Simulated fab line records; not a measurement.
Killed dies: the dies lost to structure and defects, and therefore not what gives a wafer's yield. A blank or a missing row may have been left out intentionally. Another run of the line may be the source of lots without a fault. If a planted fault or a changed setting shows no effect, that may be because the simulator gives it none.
A struck lot beside a sound one ; flow n5-finfet ; 44 out of 1938 route steps
Sound: the wafers L248.1, L248.2, L248.6. Struck: wafer L262.5 (left out: L262.6, a lot-mate that was not struck); the cause follows at the end.
For every step that has rows: the tool of each side, followed by ch and its chambers, followed by its first start. Under that, the readings that differ: sound wafers ; struck wafers ; difference of the means ; sigmas: that difference in standard deviations of wafers without a fault.
alike: words and numbers the same on both sides, and readings whose means are apart by under 2 such deviations; not compared: readings that were withheld, readings missing a value for some wafer, numbers with overlapping values and no deviation given by the record, and bounds like >300 which may hide the same value.
A row with sigmas, a row that says differs or no value, or rows on one side alone: a step with any of these is where the two part. Numbers that have no deviation but don't overlap get no sigmas and don't part them. A reading missing from all wafers of one side parts the sides only when that side holds two or more wafers.

N5_WELL_APT_CD_MEAS_25 targets a cd of 200 nm.
  sound on cd-sem-01 ch 0, day 1 14:58; struck on cd-sem-01 ch 0, day 5 02:59
  alike: cd-nm
N5_WELL_APT_OVL_MEAS_26:
  sound on overlay-02 ch 0, day 1 14:59; struck on overlay-01 ch 0, day 5 03:01
  alike: PWELL_OVL
N5_WELL_APT_INSPECT_27: inspects for defects (macro).
  sound on defect-inspect-01 at day 1 15:01; struck on defect-inspect-02 at day 5 03:02
  alike: raw-defect-count
N5_WELL_APT_DESCUM_30: chemistry O2, time 7.9 s.
  sound on rie-diel-03 ch 1,2,3, day 1 15:02; struck on rie-diel-04 ch 3, day 5 03:16
  alike: drypump-motor-current-A, oes-product-au, rf-vpp-V, showerhead-plenum-p-Torr, throttle-valve-pct
  not compared: rf-hours-counter-h
then, 8 steps without rows for these wafers: N5_WELL_APT_IMPLANT_31; N5_WELL_APT_IMPLANT_32; N5_WELL_APT_STRIP_33 (strips in SPM, time 900 s); N5_WELL_APT_RTA_34 (time 10 s); N5_WELL_APT_OXIDE_STRIP_42 (strips SiO2 in dHF, time 45 s, target depth 12 nm); N5_WELL_APT_PRECLEAN_36 (cleans in O3/DIW, time 45 s); N5_WELL_APT_PRECLEAN_39 (cleans in dHF, time 60 s); N5_WELL_APT_SRD_37 (time 30 s).
N5_WELL_APT_EPI_41: deposits Si from SiH4/H2, target thk 50 nm, time 297.7 s.
  sound on epi-rpcvd-01 ch 0, day 1 16:04; struck on epi-rpcvd-03 ch 0, day 5 05:22
reading;sound;struck;difference;sigmas
model.Si_of_WELL_APT_EPI_41.thk-nm (nm);50.4 49.8 50.33;40.23;-9.95;
  alike: susceptor-temp-C, throttle-valve-pct
N5_WELL_APT_INSPECT_38: inspects for defects (darkfield).
  sound on defect-inspect-02 at day 1 16:53; struck on defect-inspect-01 at day 5 05:46
  alike: raw-defect-count
then, 8 steps without rows for these wafers: N5_PMOS_HMC_CHANNEL_EPI_HM_DEP_34 (deposits SiO2 from TEOS/O2, target thk 36 nm, time 6.9 s); N5_PMOS_HMC_CHANNEL_EPI_COAT_31 (time 60 s, resist thk 66 nm); N5_PMOS_HMC_CHANNEL_EPI_COAT_03 (resist thk 205 nm); N5_PMOS_HMC_CHANNEL_EPI_EBR_05; N5_PMOS_HMC_CHANNEL_EPI_SOFTBAKE_04 (time 60 s); N5_PMOS_HMC_CHANNEL_EPI_EXPOSE_06 (exposes mask PMOS HMC BLK, target cd 240 nm); N5_PMOS_HMC_CHANNEL_EPI_PEB_07 (peb time 60 s); N5_PMOS_HMC_CHANNEL_EPI_DEVELOP_08 (develop time 30 s).
N5_PMOS_HMC_CHANNEL_EPI_CD_MEAS_09 targets a cd of 237.4 nm.
  sound on cd-sem-03 ch 0, day 1 17:20; struck on cd-sem-01 ch 0, day 5 06:05
  alike: cd-nm
N5_PMOS_HMC_CHANNEL_EPI_OVL_MEAS_10:
  sound on overlay-02 ch 0, day 1 17:22; struck on overlay-01 ch 0, day 5 06:07
  alike: PMOS_HMC_BLK_OVL
N5_PMOS_HMC_CHANNEL_EPI_INSPECT_11: inspects for defects (macro).
  sound on defect-inspect-02 at day 1 17:23; struck on defect-inspect-01 at day 5 06:08
  alike: raw-defect-count
then, 2 steps without rows for these wafers: N5_PMOS_HMC_CHANNEL_EPI_DESCUM_14 (chemistry O2, time 7.9 s); N5_PMOS_HMC_CHANNEL_EPI_ETCH_32 (etches BARC in N2/H2, stops on SiO2, target depth 85.8 nm, time 50.3 s).
N5_PMOS_HMC_CHANNEL_EPI_HM_OPEN_15: chemistry CHF3/O2, target SiO2, target depth 40.6 nm, time 20.3 s.
  sound on rie-diel-06 ch 0,1,2, day 1 17:30; struck on rie-diel-01 ch 3, day 5 06:17
  alike: CHF3_flow_sccm, drypump-motor-current-A, oes-product-au, rf-vpp-V, showerhead-plenum-p-Torr, throttle-valve-pct
  not compared: rf-hours-counter-h
N5_PMOS_HMC_CHANNEL_EPI_STRIP_33: strips in N2/H2.
  sound on rie-diel-06 ch 0,1,2, day 1 17:33; struck on rie-diel-01 ch 3, day 5 06:19
  alike: drypump-motor-current-A, oes-product-au, rf-vpp-V, showerhead-plenum-p-Torr, throttle-valve-pct
  not compared: rf-hours-counter-h
then, 1 step without rows for these wafers: N5_PMOS_HMC_CHANNEL_EPI_STRIP_17 (strips in SPM, time 750 s).
N5_PMOS_HMC_CHANNEL_EPI_ETCH_38: etches SiO2 in CF4, target depth 1.5 nm.
  sound on rie-si-01 ch 2,3, day 1 17:53; struck on rie-si-05 ch 0, day 5 06:38
reading;sound;struck;difference;sigmas
throttle-valve-pct (%);21.4 21.5 21.5;22.3;+0.8;+3
  alike: drypump-motor-current-A, oes-product-au
  not compared: rf-hours-counter-h
then, 7 steps without rows for these wafers: N5_PMOS_HMC_CHANNEL_EPI_FIN_RECESS_16 (chemistry HBr/Cl2, target Si, target depth 54 nm, time 18 s); N5_PMOS_HMC_CHANNEL_EPI_PRECLEAN_36 (cleans in O3/DIW, time 45 s); N5_PMOS_HMC_CHANNEL_EPI_PRECLEAN_18 (cleans in DHF, time 30 s); N5_PMOS_HMC_CHANNEL_EPI_SRD_19 (time 30 s); N5_PMOS_HMC_CHANNEL_EPI_EPI_20 (deposits SiGe30, target thk 59 nm); N5_PMOS_HMC_CHANNEL_EPI_HM_STRIP_35 (strips SiO2 in dHF, material SiO2, target depth 39.6 nm, time 216 s); N5_PMOS_HMC_CHANNEL_EPI_SRD_39 (time 30 s).
N5_PMOS_HMC_CHANNEL_EPI_CMP_21: polishes SiGe30, target thk 54 nm.
  sound on cmp-01 ch 0,1, day 1 19:24; struck on cmp-04 ch 3, day 5 08:20
  alike: edge-zone-pressure-frac, motor-current-A, retaining-ring-pressure-frac
N5_PMOS_HMC_CHANNEL_EPI_THK_MEAS_22:
  sound on film-metro-02 at day 1 19:42; struck on film-metro-01 at day 5 08:29
reading;sound;struck;difference;sigmas
HMC_CMP_THK (nm);54.1 53.5 53.1;56.1;+2.5;+2
then, 2 steps without rows for these wafers: N5_PMOS_HMC_CHANNEL_EPI_PRECLEAN_40 (cleans in DHF, time 30 s); N5_PMOS_HMC_CHANNEL_EPI_PRECLEAN_37 (cleans in O3/DIW, time 45 s).
N5_SD_EPI_N_STRIP_18: strips in SPM, time 750 s.
  sound on wet-bench-06 ch 2,4,7, day 3 00:12; struck on wet-bench-04 ch 4, day 6 20:13
reading;sound;struck;difference;sigmas
bath-guard-temp-C (C);129.9 130.3 129.8;128.9;-1.1;-2
model.Si_of_WELL_APT_EPI_41.thk-nm (nm);8 6.8 8;5;-3;
-- the record jumps here: 9 days lie between the struck wafers' starts before and after (it left off in module SD_EPI_N and takes up again in module PASSIVATION, whose first step shown is number 1936 of the route) --
N5_PASSIVATION_PROBE_49:
  sound on prober-02 at day 12 08:33; struck on prober-02 at day 16 06:52
  alike: killed_at_M0_to_M3, killed_at_M4_up, killed-at-contacts, killed-at-front-end, killed-at-other, killed-dies, killed-open, killed-short

WHERE THEY PART
First at N5_PMOS_HMC_CHANNEL_EPI_ETCH_38; last, within this record, at N5_SD_EPI_N_STRIP_18. Later steps at which nothing parts them and some readings are alike: N5_PASSIVATION_PROBE_49.

WHY: what had been put in by the simulator
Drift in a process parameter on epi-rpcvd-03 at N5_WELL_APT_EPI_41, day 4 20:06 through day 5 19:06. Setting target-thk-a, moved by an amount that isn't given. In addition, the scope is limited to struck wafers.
